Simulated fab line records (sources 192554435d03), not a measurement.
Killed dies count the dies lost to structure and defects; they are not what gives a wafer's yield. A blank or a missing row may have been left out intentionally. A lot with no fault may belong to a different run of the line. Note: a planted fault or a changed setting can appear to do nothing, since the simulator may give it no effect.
A struck lot beside a sound one | flow n5 finfet | 26 steps out of a route of 1938
Sound: the wafers L283.1, L283.3, L283.4. Wafers struck: L296.2, L296.3, L296.5. At the end, the cause is stated.
At each step with rows: each side's tool, then ch and its chambers, then its first start. Under that, the readings that differ: sound wafers | struck wafers | difference of the means | sigmas: that difference in standard deviations of wafers without a fault.
alike: a reading whose means differ by less than 2 such deviations, as well as words and numbers matching on both sides. not compared: withheld readings; readings where some wafer has no value; bounds like >300 that might hide an equal value; numbers whose values overlap and for which the record gives no deviation.
A row with sigmas, a row that says differs or no value, or rows on one side alone: a step with any of these is where the two part. Non-overlapping numbers with no deviation appear without sigmas and do not part them. A reading that every wafer of one side lacks parts them only if that side has two wafers or more.

N5_BEOL_M9_INSPECT_13: inspects for defects (brightfield).
  sound: defect inspect-01 at day 13 04:32; struck: defect inspect-01 at day 16 04:49
  alike: raw defect count
N5_BEOL_M9_DESCUM_16: chemistry O2, time 7.9 s.
  sound on rie diel-06 ch 0,1,3, day 13 04:39; struck on rie diel-06 ch 0,2,3, day 16 04:58
  alike: drypump motor current A, oes product au, rf vpp V, showerhead plenum p Torr, throttle valve pct
  not compared: rf hours counter h
N5_BEOL_M9_ETCH_61: etches SiARC in CF4, target depth 39 nm, time 65 s.
  sound on rie diel-06 ch 0,1,3, day 13 04:41; struck on rie diel-06 ch 0,2,3, day 16 05:00
  alike: drypump motor current A, etch rf on time s, oes product au, rf vpp V, showerhead plenum p Torr, throttle valve pct
  not compared: rf hours counter h
then, 2 steps without rows for these wafers: N5_BEOL_M9_ETCH_62 (etches SOC in N2/H2, target depth 110 nm, overetch 22 nm, time 165 s); N5_BEOL_M9_STRIP_68 (strips in N2/H2).
N5_BEOL_M9_STRIP_67: strips in CF4.
  sound on rie diel-06 ch 0,1,3, day 13 04:53; struck on rie diel-06 ch 0,2,3, day 16 05:11
  alike: drypump motor current A, oes product au, rf vpp V, showerhead plenum p Torr, throttle valve pct
  not compared: rf hours counter h
then, 2 steps without rows for these wafers: N5_BEOL_M9_HM_OPEN_17 (chemistry Cl2/BCl3, target TiN, target depth 20 nm, overetch 6 nm); N5_BEOL_M9_STRIP_19 (strips in O2).
N5_BEOL_M9_CD_MEAS_18: pitch 140 nm, target cd 70 nm.
  sound: cd sem-02 at day 13 05:07; struck: cd sem-01 at day 16 05:26
  alike: cd nm
then, 3 steps without rows for these wafers: N5_BEOL_M9_COAT_63 (time 60 s, resist thk 60 nm); N5_BEOL_M9_COAT_64 (time 60 s, resist thk 12 nm); N5_BEOL_M9_COAT_75 (time 60 s, resist thk 5 nm).
N5_BEOL_M9_COAT_22: resist thk 30 nm.
  sound on litho track-04 ch 0, day 13 07:14; struck on litho track-04 ch 0, day 16 05:30
  reading                                      | sound                | struck               | difference | sigmas
  spin speed rpm (rpm)                         | 1499.1 1499.4 1499.3 | 1581.3 1582.6 1583.4 | +83.2      | +97
  model.CAR-EUV_of_BEOL_M9_COAT_22.thk nm (nm) | 30 30 30             | 29.4 29.2 29.4       | -0.7       |
then, 5 steps without rows for these wafers: N5_BEOL_M9_EBR_24; N5_BEOL_M9_SOFTBAKE_23 (time 60 s); N5_BEOL_M9_EXPOSE_25 (exposes mask V8); N5_BEOL_M9_PEB_26 (peb time 60 s); N5_BEOL_M9_DEVELOP_27 (develop time 30 s).
N5_BEOL_M9_CD_MEAS_28 targets a cd of 70 nm.
  sound on cd sem-03 ch 0, day 13 07:42; struck on cd sem-02 ch 0, day 16 05:58
  alike: cd nm
N5_BEOL_M9_OVL_MEAS_29:
  sound on overlay-02 ch 0, day 13 07:44; struck on overlay-02 ch 0, day 16 06:00
  alike: V8_OVL
N5_BEOL_M9_INSPECT_30: inspects for defects (brightfield).
  sound: defect inspect-02 at day 13 07:47; struck: defect inspect-02 at day 16 06:03
  alike: raw defect count
N5_BEOL_M9_DESCUM_33: chemistry O2, time 7 s.
  sound on rie diel-02 ch 1,2,3, day 13 08:18; struck on rie diel-06 ch 0,1,3, day 16 06:19
  alike: drypump motor current A, oes product au, rf vpp V, showerhead plenum p Torr, throttle valve pct
  not compared: rf hours counter h
then, 1 step without rows for these wafers: N5_BEOL_M9_ETCH_76 (etches underlayer in N2/H2, target depth 6.5 nm, time 5.2 s).
N5_BEOL_M9_ETCH_65: etches SiARC in CF4, target depth 15.6 nm, time 26 s.
  sound on rie diel-02 ch 1,2,3, day 13 08:21; struck on rie diel-06 ch 0,1,3, day 16 06:22
  reading                                      | sound        | struck         | difference | sigmas
  model.CAR-EUV_of_BEOL_M9_COAT_22.thk nm (nm) | 11.2 11 11.2 | 10.4 10.4 10.4 | -0.7       |
  alike: drypump motor current A, etch rf on time s, oes product au, rf vpp V, showerhead plenum p Torr, throttle valve pct
  not compared: rf hours counter h
N5_BEOL_M9_ETCH_66: etches SOC in N2/H2, target depth 80 nm, overetch 16 nm, time 120 s.
  sound on rie diel-02 ch 1,2,3, day 13 08:23; struck on rie diel-06 ch 0,1,3, day 16 06:23
  alike: drypump motor current A, n2 flow sccm, oes product au, rf vpp V, showerhead plenum p Torr, throttle valve pct
  not compared: rf hours counter h
-- the record jumps here: 3 days lie between the struck wafers' starts before and after (it left off in module BEOL_M9 and takes up again in module PASSIVATION, whose first step shown is number 1936 of the route) --
N5_PASSIVATION_PROBE_49:
  sound: prober-02 at day 15 17:07; struck: prober-01 at day 18 21:53
  alike: defect limited yield, killed_at_M0_to_M3, killed_at_M4_up, killed at contacts, killed at front end, killed at other, killed dies, killed open, killed short, sort_bin_5_function, sort_bin_6_memory, sort n pass, sort yield pct

WHERE THEY PART
At N5_BEOL_M9_COAT_22 and nowhere else, as far as this record goes. Later steps at which nothing parts them and some readings are alike: N5_BEOL_M9_CD_MEAS_28, N5_BEOL_M9_OVL_MEAS_29, N5_BEOL_M9_INSPECT_30, N5_BEOL_M9_DESCUM_33, N5_BEOL_M9_ETCH_65, N5_BEOL_M9_ETCH_66, N5_PASSIVATION_PROBE_49.

WHY: what had been put in by the simulator
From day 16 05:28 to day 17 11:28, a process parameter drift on litho track-04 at N5_BEOL_M9_COAT_22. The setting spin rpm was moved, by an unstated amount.
